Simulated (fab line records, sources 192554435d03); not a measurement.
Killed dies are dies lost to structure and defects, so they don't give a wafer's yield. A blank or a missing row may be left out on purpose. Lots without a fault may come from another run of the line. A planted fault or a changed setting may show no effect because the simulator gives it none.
Which tool did it? | flow n5_finfet | 10 lots, 28 wafers sampled, at 4 steps of a route of 1938

WHAT THE GAUGES READ, wafer by wafer
N5_BEOL_M4_THK_MEAS_53: measures by xrf. Usual: M4_THK 39.9 nm, standard deviation 1.5.
lot  | measured     | on            | M4_THK (nm)    | flag
L171 | day 8 22:00  | film_metro-01 | 40.6 40.0 38.5 |
L172 | day 8 20:00  | film_metro-01 | 42.6 39.0 38.8 |
L174 | day 9 19:34  | film_metro-02 | 37.8 38.9 38.5 |
L176 | day 9 12:12  | film_metro-01 | 40.8 38.0 40.2 |
L177 | day 10 16:52 | film_metro-02 | 40.3 40.5 40.0 |
L179 | day 10 17:06 | film_metro-01 | 39.7 38.5      |
L180 | day 10 21:16 | film_metro-02 | 39.9 39.4      |
L182 | day 10 20:43 | film_metro-02 | 41.2 40.7 40.6 |
L192 | day 13 14:02 | film_metro-01 | 38.9 36.8 39.2 |
L194 | day 15 19:25 | film_metro-01 | 38.7 39.6 39.1 |

N5_BEOL_M4_RC_MEAS_101. Usual: DIBL_N 36.7 mV/V, standard deviation 1.8; DIBL_P 37.0 mV/V, standard deviation 2.4; IOFF_N 0.17 nA/um, standard deviation 0.036; IOFF_P 0.22 nA/um, standard deviation 0.042; ION_N 673 uA/um, standard deviation 12; ION_P 462 uA/um, standard deviation 8.5; RC_DENSE_P 23.3 ohm.um, standard deviation 0.65; RC_P 19.0 ohm.um, standard deviation 0.51; REXT_P 100.4 ohm.um, standard deviation 2.2; SS_N 71.7 mV/dec, standard deviation 0.62; SS_P 73.4 mV/dec, standard deviation 0.65; VT_N 250 mV, standard deviation 3.7; VT_P -250 mV, standard deviation 3.7.
lot  | measured     | on        | DIBL_N (mV/V)  | DIBL_P (mV/V)  | IOFF_N (nA/um) | IOFF_P (nA/um) | ION_N (uA/um) | ION_P (uA/um) | RC_DENSE_P (ohm.um) | RC_P (ohm.um)  | REXT_P (ohm.um)   | SS_N (mV/dec)  | SS_P (mV/dec)  | VT_N (mV)   | VT_P (mV)      | flag
L171 | day 8 22:50  | prober-01 | 38.0 36.5 37.5 | 39.7 37.5 39.1 | 0.19 0.16 0.18 | 0.24 0.20 0.23 | 682 676 678   | 462 460 458   | 22.8 23.9 22.8      | 18.8 19.0 18.5 | 94.2 93.8 95.0    | 72.3 71.0 71.5 | 73.6 73.5 74.0 | 247 250 248 | -250 -252 -251 |
L172 | day 8 20:34  | prober-02 | 38.5 38.2 37.8 | 39.0 39.0 37.4 | 0.19 0.21 0.19 | 0.25 0.24 0.22 | 671 675 667   | 461 460 457   | 23.1 22.5 23.6      | 18.8 18.5 19.3 | 101.5 101.0 102.9 | 71.5 71.9 72.0 | 73.3 74.6 73.4 | 250 245 250 | -250 -250 -249 |
L174 | day 9 19:53  | prober-02 | 38.2 35.4 36.1 | 38.0 34.7 35.7 | 0.18 0.13 0.15 | 0.24 0.20 0.21 | 671 674 661   | 462 470 462   | 23.1 24.1 23.4      | 19.0 19.8 19.1 | 102.0 101.4 101.6 | 72.3 71.2 71.0 | 73.9 72.7 72.8 | 249 253 250 | -246 -248 -251 |
L176 | day 9 12:34  | prober-01 | 37.7 34.6 35.9 | 38.4 34.7 35.1 | 0.17 0.13 0.14 | 0.21 0.16 0.17 | 670 671 655   | 455 456 447   | 22.5 23.1 23.3      | 18.5 18.8 18.8 | 99.6 99.3 99.2    | 72.2 71.1 71.1 | 73.5 72.0 73.6 | 251 252 252 | -253 -255 -254 |
L177 | day 10 17:13 | prober-01 | 35.5 36.9 39.9 | 35.9 37.3 40.9 | 0.15 0.17 0.24 | 0.21 0.22 0.27 | 669 669 687   | 461 460 463   | 24.1 22.4 24.3      | 19.7 18.3 19.8 | 98.2 96.8 98.4    | 71.5 72.1 73.2 | 72.5 73.8 74.7 | 248 250 244 | -252 -252 -250 |
L179 | day 10 17:46 | prober-02 | 41.1 37.5      | 40.0 37.9      | 0.24 0.17      | 0.21 0.21      | 692 670       | 448 451       | 25.7 24.3           | 21.0 19.7      | 117.3 102.0       | 72.5 71.7      | 73.5 73.3      | 244 247     | -257 -251      | OFF
L180 | day 10 21:43 | prober-01 | 35.9 35.4      | 34.6 35.4      | 0.17 0.15      | 0.20 0.24      | 683 667       | 460 470       | 27.4 23.5           | 22.3 19.2      | 116.8 101.2       | 71.0 72.1      | 72.5 72.2      | 246 250     | -249 -244      | OFF
L182 | day 10 21:02 | prober-02 | 37.4 36.3 37.2 | 37.0 36.0 36.4 | 0.18 0.16 0.16 | 0.19 0.18 0.21 | 675 687 689   | 441 453 470   | 26.8 26.6 23.9      | 21.7 21.7 19.4 | 117.8 115.5 102.0 | 71.5 71.8 71.9 | 73.9 73.2 73.1 | 248 249 248 | -256 -256 -250 | OFF
L192 | day 13 14:30 | prober-02 | 38.1 39.6 37.0 | 36.4 38.4 35.7 | 0.17 0.20 0.15 | 0.25 0.29 0.23 | 687 671 683   | 471 462 470   | 22.6 22.9 23.7      | 18.7 18.8 19.2 | 99.0 98.0 100.0   | 71.4 72.5 70.7 | 73.9 73.2 73.3 | 247 250 249 | -248 -247 -248 |
L194 | day 15 19:44 | prober-01 | 36.6 36.8 35.9 | 36.4 35.9 35.0 | 0.15 0.16 0.14 | 0.19 0.20 0.18 | 669 682 670   | 454 464 455   | 23.2 25.8 25.0      | 18.8 21.0 20.3 | 98.9 100.0 99.6   | 71.8 71.9 71.6 | 72.8 73.6 73.4 | 251 248 251 | -252 -253 -254 |

WHICH TOOL RAN EACH LOT (tool, then ch and the chambers of the sampled wafers, then the start)
lot  | N5_SD_EPI_P_ETCH_47               | N5_BEOL_M4_SPUTTER_92
L171 | rie_diel-03 ch 0,2,3, day 3 05:35 | pvd_sputter-03, day 8 20:25
L172 | rie_diel-05 ch 0,2, day 3 12:50   | pvd_sputter-01, day 8 18:46
L174 | rie_diel-03 ch 0,2, day 3 23:25   | pvd_sputter-01, day 9 18:11
L176 | rie_diel-03 ch 2,3, day 4 12:17   | pvd_sputter-03, day 9 10:58
L177 | rie_diel-03 ch 0,2,3, day 4 22:38 | pvd_sputter-03, day 10 15:19
L179 | rie_diel-03 ch 0,1, day 5 09:21   | pvd_sputter-02, day 10 15:28
L180 | rie_diel-03 ch 1, day 5 10:26     | pvd_sputter-02, day 10 19:36
L182 | rie_diel-03 ch 0,2,3, day 5 23:50 | pvd_sputter-03, day 10 19:29
L192 | rie_diel-03 ch 1,3, day 8 10:37   | pvd_sputter-03, day 13 12:48
L194 | rie_diel-03 ch 1,2,3, day 9 01:25 | pvd_sputter-01, day 15 18:11
- N5_SD_EPI_P_ETCH_47: etches SiOCN in CH3F/O2, target depth 25 nm.
- N5_BEOL_M4_SPUTTER_92: material Cu, target thk 4.5 nm, time 8.29 s.

WHAT THE TOOLS THEMSELVES READ (means of the sampled wafers that have a number; where no wafer has one, the mark that the record gives instead)
N5_SD_EPI_P_ETCH_47. Usual: chamber_pressure_mTorr 30.00 mTorr, standard deviation 0.03; drypump_motor_current_A 5.6 A, standard deviation 0.43; mfc_ar_sccm 149.9 sccm, standard deviation 0.44; oes_product_au 0.81 a.u., standard deviation 0.068; rf_vpp_V 127.1 V, standard deviation 2.9; showerhead_plenum_p_Torr 2.01 Torr, standard deviation 0.068; throttle_valve_pct 16.19 %, standard deviation 0.15.
lot  | tool        | chamber_pressure_mTorr (mTorr) | drypump_motor_current_A (A) | mfc_ar_sccm (sccm) | oes_product_au (a.u.) | rf_vpp_V (V) | showerhead_plenum_p_Torr (Torr) | throttle_valve_pct (%) | flag
L171 | rie_diel-03 | 30.00                          | 5.6                         | 149.8              | 0.82                  | 128.3        | 2.02                            | 16.10                  |
L172 | rie_diel-05 | 30.00                          | 5.1                         | 149.9              | 0.87                  | 126.1        | 2.04                            | 16.22                  |
L174 | rie_diel-03 | 29.97                          | 5.9                         | 149.9              | 0.79                  | 129.6        | 1.95                            | 16.03                  |
L176 | rie_diel-03 | 30.01                          | 5.8                         | 150.0              | 0.81                  | 127.7        | 1.99                            | 16.09                  |
L177 | rie_diel-03 | 30.01                          | 5.6                         | 150.0              | 0.80                  | 127.5        | 2.01                            | 16.10                  |
L179 | rie_diel-03 | 30.02                          | 5.5                         | 149.8              | 0.86                  | 127.0        | 1.98                            | 16.06                  |
L180 | rie_diel-03 | 30.00                          | 5.4                         | 149.8              | 0.94                  | 122.3        | 1.97                            | 16.04                  |
L182 | rie_diel-03 | 30.02                          | 5.6                         | 150.0              | 0.79                  | 127.8        | 2.01                            | 16.14                  |
L192 | rie_diel-03 | 29.96                          | 5.3                         | 150.1              | 0.86                  | 123.6        | 2.01                            | 16.15                  |
L194 | rie_diel-03 | 30.00                          | 5.5                         | 150.2              | 0.81                  | 124.9        | 2.00                            | 16.14                  |

N5_BEOL_M4_SPUTTER_92. Usual: throttle_valve_pct 30.4 %, standard deviation 0.99.
lot  | tool           | throttle_valve_pct (%) | flag
L171 | pvd_sputter-03 | 30.3                   |
L172 | pvd_sputter-01 | 30.0                   |
L174 | pvd_sputter-01 | 30.6                   |
L176 | pvd_sputter-03 | 30.6                   |
L177 | pvd_sputter-03 | 30.3                   |
L179 | pvd_sputter-02 | 29.4                   |
L180 | pvd_sputter-02 | 28.9                   |
L182 | pvd_sputter-03 | 30.0                   |
L192 | pvd_sputter-03 | 30.9                   |
L194 | pvd_sputter-01 | 31.3                   |

THE ANSWER, worked out from the rows above alone
Rule: a lot is off if the mean of its wafers that have a number lies more than 3 standard deviations from the usual mean. A lot without any number at a reading at which 4 lots or more have one is off too. The other lots that the step has rows for count as sound. The gauges are gone through in route order, then the tools' own readings, and for those a lot's mean is taken as printed above. The first step at which some lot is off is used, and at that step the reading that is off furthest; a lot without a number counts as furthest.
Off: L179, L180, L182, at N5_BEOL_M4_RC_MEAS_101 (REXT_P).
A tool fits if, at a process step before that reading, it ran every lot that is off, and no sound lot after the first of them. The gauges at N5_BEOL_M4_RC_MEAS_101 are tried like those tools. None of those tried fits.

WHAT THE SIMULATOR HAD PUT IN
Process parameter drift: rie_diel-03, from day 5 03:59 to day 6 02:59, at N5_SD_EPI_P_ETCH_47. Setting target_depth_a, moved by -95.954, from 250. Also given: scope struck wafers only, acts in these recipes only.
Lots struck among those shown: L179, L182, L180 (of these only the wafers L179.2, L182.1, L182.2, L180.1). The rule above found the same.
